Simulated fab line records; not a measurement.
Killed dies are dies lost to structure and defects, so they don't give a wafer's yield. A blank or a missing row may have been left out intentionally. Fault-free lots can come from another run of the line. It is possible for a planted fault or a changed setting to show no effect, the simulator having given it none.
Struck lot and sound lot, side by side | flow n5-finfet | 11 out of 1938 route steps
Sound: these wafers, L194.1, L194.2, L194.6. Wafers L195.2, L195.5, L195.6 were the ones struck. Last of all comes the cause.
At each step with rows: each side's tool, then ch and its chambers, then its first start. Under that, the readings that differ: sound wafers | struck wafers | difference of the means | sigmas: that difference in standard deviations of wafers without a fault.
alike: same words and numbers on both sides, and readings whose means sit less than 2 such deviations apart. not compared: any withheld reading, any reading some wafer has no value for, any bound like >300 that may hide the same value, and any number with overlapping values for which the record gives no deviation.
The two part at a step that has a row with sigmas, a row that says differs or no value, or rows on one side only. Numbers that have no deviation but don't overlap get no sigmas and don't part them. A reading that every wafer of one side lacks parts them only if that side has two wafers or more.

N5_START_INSPECT_01: inspects for defects (unpatterned scan).
  sound: defect-inspect-02 at day 2 12:02; struck: defect-inspect-02 at day 2 18:02
  alike: raw-defect-count
then, 2 steps without rows for these wafers: N5_ZERO_LAYER_PRECLEAN_00 (cleans in SPM, time 600 s); N5_ZERO_LAYER_SRD_01 (time 30 s, dry time 30 s).
N5_ZERO_LAYER_PECVD_02: deposits SiO2 from SiH4/N2O, target thk 10 nm, time 6 s.
  sound on pecvd-03 ch 0,1, day 2 12:28; struck on pecvd-01 ch 1,2, day 2 18:17
  alike: heater-power-w, showerhead-plenum-p-Torr, showerhead-vpp-V
then, 4 steps without rows for these wafers: N5_ZERO_LAYER_HMDS_04 (time 60 s); N5_ZERO_LAYER_COAT_05 (resist thk 1000 nm); N5_ZERO_LAYER_EBR_07; N5_ZERO_LAYER_SOFTBAKE_06 (time 90 s).
N5_ZERO_LAYER_EXPOSE_08: exposes mask ZERO, defocus 0 nm, target cd 2000 nm.
  sound on krf-scanner-01 ch 0, day 2 12:40; struck on krf-scanner-01 ch 0, day 2 18:28
  reading                            | sound                   | struck            | difference | sigmas
  model.ZERO_LAYER.overlay-x-nm (nm) | -0.6135 -0.6135 -0.6135 | 403.4 403.4 403.4 | +404.0     |
  alike: mask
after that, 1 step had no rows for these wafers: N5_ZERO_LAYER_PEB_09.
-- the record jumps here: 7 days lie between the struck wafers' starts before and after (it left off in module ZERO_LAYER and takes up again in module BEOL_M4, whose first step shown is number 1111 of the route) --
N5_BEOL_M4_RC_MEAS_101:
  sound on prober-02 ch 0, day 9 08:45; struck on prober-01 ch 0, day 9 11:01
  alike: DIBL_N, DIBL_P, IOFF_N, IOFF_P, ION_N, ION_P, SS_N, SS_P, VT_N, VT_P

== WHERE THEY PART ==
Nowhere in this record.

WHY: the cause the simulator had injected
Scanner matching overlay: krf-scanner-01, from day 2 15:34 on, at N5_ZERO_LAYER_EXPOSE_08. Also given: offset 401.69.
